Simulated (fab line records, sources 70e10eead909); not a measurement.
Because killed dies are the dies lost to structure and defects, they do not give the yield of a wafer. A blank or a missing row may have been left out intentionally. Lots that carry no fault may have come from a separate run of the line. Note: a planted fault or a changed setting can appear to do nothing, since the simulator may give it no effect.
The tool behind it: which one?    flow nand-harc    21 wafers from 7 lots sampled at 2 of the route's 1302 steps

## WHAT THE GAUGES READ, wafer by wafer
NHARC_P_BONDPAD_OVL_MEAS_38.
lot   measured      on          overlay-x-nm (nm)
L566  day 7 13:44   overlay-01  4 4 3
L568  day 8 08:48   overlay-02  -2 -1 -1
L570  day 9 04:13   overlay-02  -3 -2 -3
L573  day 10 05:09  overlay-02  -10 -10 -10
L580  day 13 12:22  overlay-02  11 10 10
L583  day 14 11:01  overlay-02  2 2 2
L584  day 15 03:47  overlay-02  0 0 0

## WHICH TOOL RAN EACH LOT (tool, then ch and the chambers of the sampled wafers, then the start)
lot   NHARC_P_M2_PVD_21
L566  pvd-sputter-03, day 7 13:44 or earlier
L568  pvd-sputter-01, day 8 08:48 or earlier
L570  pvd-sputter-02, day 9 04:13 or earlier
L573  pvd-sputter-01, day 10 05:09 or earlier
L580  pvd-sputter-02, day 13 12:22 or earlier
L583  pvd-sputter-01, day 14 11:01 or earlier
L584  pvd-sputter-03, day 15 03:47 or earlier
- NHARC_P_M2_PVD_21: deposits Cu, target thk 30 nm, time 20.49 s.

## THE ANSWER, worked out from the rows above alone
Rule: usual is defined by the lots themselves. Put in order of their means at a reading, lots are off if they are a third of the lots or fewer, leave a main group of 4 or more, and stand apart from it by a gap of 3 or more times the standard deviation of the main group's means; of several such gaps the widest counts. A main group is skipped when, at the precision printed for the reading in the tables above, its means are all equal. A lot without any number at a reading at which 4 lots or more have one is off too. All remaining lots with rows at the step are treated as sound.
None of the lots is off at any reading shown; this tells nothing.

## WHAT THE SIMULATOR PUT IN
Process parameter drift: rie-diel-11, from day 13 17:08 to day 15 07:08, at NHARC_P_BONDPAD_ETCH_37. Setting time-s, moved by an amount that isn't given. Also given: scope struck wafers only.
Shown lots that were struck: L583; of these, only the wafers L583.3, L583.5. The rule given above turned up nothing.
